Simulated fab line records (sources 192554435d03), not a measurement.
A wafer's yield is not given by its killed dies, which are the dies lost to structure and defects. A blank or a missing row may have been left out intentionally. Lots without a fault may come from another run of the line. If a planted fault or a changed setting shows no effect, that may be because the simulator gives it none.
A lot that was struck, set against a sound lot -- flow n5 finfet -- 35 steps out of a route of 1938
Sound: wafers L687.1, L687.3, L687.6. Struck: wafer L672.6 (left out: L672.3, L672.5 of the same lot, which were not struck); the cause appears at the end.
Per side, at each step with rows, come the tool, then ch with its chambers, and then its first start. Under that, the readings that differ: sound wafers -- struck wafers -- difference of the means -- sigmas: that difference in standard deviations of wafers without a fault.
alike: same words and numbers on both sides, and readings whose means sit less than 2 such deviations apart. not compared: any withheld reading, any reading some wafer has no value for, any bound like >300 that may hide the same value, and any number with overlapping values for which the record gives no deviation.
Wherever a step has rows on one side only, a row that says differs or no value, or a row with sigmas, the two part there. Numbers that don't overlap but have no deviation are shown without sigmas and don't part them. A reading missing from all wafers of one side parts the sides only when that side holds two or more wafers.

first, 11 steps without rows for these wafers: N5_BEOL_M6_HM_STRIP_39 (strips TiN in peroxide tin strip, target depth 25 nm, time 158 s); N5_BEOL_M6_SRD_40 (time 30 s); N5_BEOL_M6_PRECLEAN_42 (cleans in residue remover, time 60 s); N5_BEOL_M6_SRD_43 (time 30 s); N5_BEOL_M6_CURE_75 (cures SiCOH lowk, time 120 s); N5_BEOL_M6_DEGAS_44 (time 60 s); N5_BEOL_M6_PRE_CLEAN_45 (time 30 s); N5_BEOL_M6_ALD_77 (deposits TaN, target thk 2 nm, pulse time 2 s, purge time 3 s); N5_BEOL_M6_SURFACE_TREAT_79; N5_BEOL_M6_CVD_78 (deposits Co from CCTBA/H2, target thk 2 nm, time 142.3 s); N5_BEOL_M6_SPUTTER_48 (material Cu, target thk 10 nm, time 1.667 s).
N5_BEOL_M6_ECD_50: material Cu, target thk 300 nm.
  sound on ecd cu-02 ch 0,1, day 15 11:15; struck on ecd cu-02 ch 0,1, day 11 06:32
then, 22 steps without rows for these wafers: N5_BEOL_M6_ANNEAL_51 (time 90 s); N5_BEOL_M6_CMP_52 (polishes, stops on SiCOH lowk, t overpolish 6.9 s, target thk 80 nm); N5_BEOL_M6_PRE_CLEAN_55 (time 15 s); N5_BEOL_M6_DEP_56 (deposits SiCN from 3MS/NH3, target thk 10 nm, time 17.5 s); N5_BEOL_M7_ILD_DEP_00 (deposits SiCOH lowk from DEMS/porogen, target thk 179.75 nm, time 33.4 s); N5_BEOL_M7_CURE_74 (cures SiCOH lowk, time 240 s); N5_BEOL_M7_PECVD_70 (deposits SiO2 from TEOS/O2, target thk 20 nm, time 22.7 s); N5_BEOL_M7_HM_DEP_02 (deposits TiN, target thk 20 nm); N5_BEOL_M7_COAT_59 (time 60 s, resist thk 100 nm); N5_BEOL_M7_COAT_60 (time 60 s, resist thk 35 nm); N5_BEOL_M7_COAT_05 (resist thk 90 nm); N5_BEOL_M7_EBR_07; N5_BEOL_M7_SOFTBAKE_06 (time 60 s); N5_BEOL_M7_EXPOSE_08 (exposes mask M7); N5_BEOL_M7_PEB_09 (peb time 60 s); N5_BEOL_M7_DEVELOP_10 (develop time 30 s); N5_BEOL_M7_DESCUM_16 (chemistry O2, time 7.9 s); N5_BEOL_M7_ETCH_61 (etches SiARC in CF4, target depth 45.5 nm, time 75.8 s); N5_BEOL_M7_ETCH_62 (etches SOC in N2/H2, target depth 110 nm, overetch 22 nm, time 165 s); N5_BEOL_M7_STRIP_68 (strips in N2/H2); N5_BEOL_M7_STRIP_67 (strips in CF4); N5_BEOL_M7_HM_OPEN_17 (chemistry Cl2/BCl3, target TiN, target depth 20 nm, overetch 6 nm).
-- a jump in the record: the struck wafers' starts before and after are 4 days apart (it breaks off in module BEOL_M7 and resumes in module PASSIVATION, where the first step shown is number 1936 of the route) --
N5_PASSIVATION_PROBE_49:
  rows exist in the record for the struck wafers here (prober-01, day 14 21:12), but not for the sound ones

## WHERE THEY PART
Only at N5_PASSIVATION_PROBE_49, as far as this record shows.

WHY: the cause the simulator had injected
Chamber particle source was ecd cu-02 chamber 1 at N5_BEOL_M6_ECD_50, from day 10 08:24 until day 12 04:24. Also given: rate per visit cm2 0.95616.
